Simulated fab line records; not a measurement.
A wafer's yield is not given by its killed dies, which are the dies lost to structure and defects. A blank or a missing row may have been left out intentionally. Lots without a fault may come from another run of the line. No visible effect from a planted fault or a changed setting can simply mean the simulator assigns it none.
Comparing a struck lot with a sound one	flow n5_finfet	14 steps out of a route of 1938
Sound: these wafers, L239.1, L239.3, L239.5. Wafers L256.1, L256.2, L256.4 were the ones struck. At the end, the cause is stated.
At each step with rows: each side's tool, then ch and its chambers, then its first start. Under that, the readings that differ: sound wafers	struck wafers	difference of the means	sigmas: that difference in standard deviations of wafers without a fault.
alike: a reading whose means differ by less than 2 such deviations, as well as words and numbers matching on both sides. not compared: withheld readings; readings where some wafer has no value; bounds like >300 that might hide an equal value; numbers whose values overlap and for which the record gives no deviation.
The two part at a step that has a row with sigmas, a row that says differs or no value, or rows on one side only. Non-overlapping numbers with no deviation appear without sigmas and do not part them. A reading that every wafer of one side lacks parts them only if that side has two wafers or more.

first, 7 steps without rows for these wafers: N5_PASSIVATION_COAT_38; N5_PASSIVATION_EBR_40; N5_PASSIVATION_SOFTBAKE_39 (time 120 s); N5_PASSIVATION_EXPOSE_41 (exposes mask PASS OPEN, defocus 0 nm, target cd 40000 nm); N5_PASSIVATION_PEB_42; N5_PASSIVATION_DEVELOP_43 (develop time 60 s); N5_PASSIVATION_HARDBAKE_45 (time 120 s).
N5_PASSIVATION_CD_MEAS_44: the cd target is 40000 nm.
  sound on cd_sem-02 ch 0, day 13 08:47; struck on cd_sem-02 ch 0, day 17 06:24
  alike: cd_nm
N5_PASSIVATION_OVL_MEAS_66:
  sound on overlay-01 ch 0, day 13 08:49; struck on overlay-01 ch 0, day 17 06:26
  alike: PASS_OPEN_OVL
N5_PASSIVATION_INSPECT_67: inspects for defects (macro).
  struck on defect_inspect-01, day 17 06:27; sound on defect_inspect-01, day 13 08:50
  alike: raw_defect_count
N5_PASSIVATION_DESCUM_46: chemistry O2, time 7.9 s.
  sound on rie_diel-01 ch 0,1,2, day 13 08:54; struck on rie_diel-02 ch 0,2, day 17 06:34
  alike: bias_power_w, drypump_motor_current_A, oes_product_au, rf_vpp_V, showerhead_plenum_p_Torr, throttle_valve_pct
  not compared: rf_hours_counter_h
N5_PASSIVATION_PASS_ETCH_47: etches SiNx in CF4/O2, target depth 770 nm, time 385 s.
  sound on rie_diel-01 ch 0,1,2, day 13 08:56; struck on rie_diel-02 ch 0,2, day 17 06:36
  alike: drypump_motor_current_A, mfc_ar_sccm, oes_ar_750_au, oes_f_703_au, oes_product_au, rf_fwd_power_W, rf_vpp_V, showerhead_plenum_p_Torr, throttle_valve_pct
  not compared: rf_hours_counter_h
N5_PASSIVATION_ETCH_54: etches SiO2 in CHF3/O2, target depth 880 nm, time 440 s.
  sound on rie_diel-01 ch 0,1,2, day 13 09:10; struck on rie_diel-02 ch 0,2, day 17 06:50
reading	sound	struck	difference	sigmas
oes_f_703_au (a.u.)	0.79 0.83 0.79	0.88 1.18 0.89	+0.18	+2
rf_fwd_power_W (W)	650.1 647.9 648.4	804.7 805.6 806.1	+156.7	+78
rf_vpp_V (V)	528 535 515	463 492 462	-54	-5
model.PASSIVATION.feature_depth_nm (nm)	859 869.2 845.8	934.4 992 938	+96.8	
model.etch.depth_nm (nm)	859.1 869.3 845.9	934.3 991.9 938.1	+96.7	
  alike: drypump_motor_current_A, mfc_ar_sccm, oes_ar_750_au, oes_product_au, showerhead_plenum_p_Torr, throttle_valve_pct
  not compared: rf_hours_counter_h
N5_PASSIVATION_STRIP_48: strips in O2.
  sound on rie_diel-01 ch 0,1,2, day 13 09:27; struck on rie_diel-02 ch 0,2, day 17 07:07
  alike: drypump_motor_current_A, oes_product_au, rf_vpp_V, showerhead_plenum_p_Torr, throttle_valve_pct
  not compared: rf_hours_counter_h

## WHERE THEY PART
Within this record, at N5_PASSIVATION_ETCH_54 only. Later steps at which nothing parts them and some readings are alike: N5_PASSIVATION_STRIP_48.

WHY: whatever the simulator had introduced
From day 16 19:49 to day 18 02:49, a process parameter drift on rie_diel-02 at N5_PASSIVATION_ETCH_54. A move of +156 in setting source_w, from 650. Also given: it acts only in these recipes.
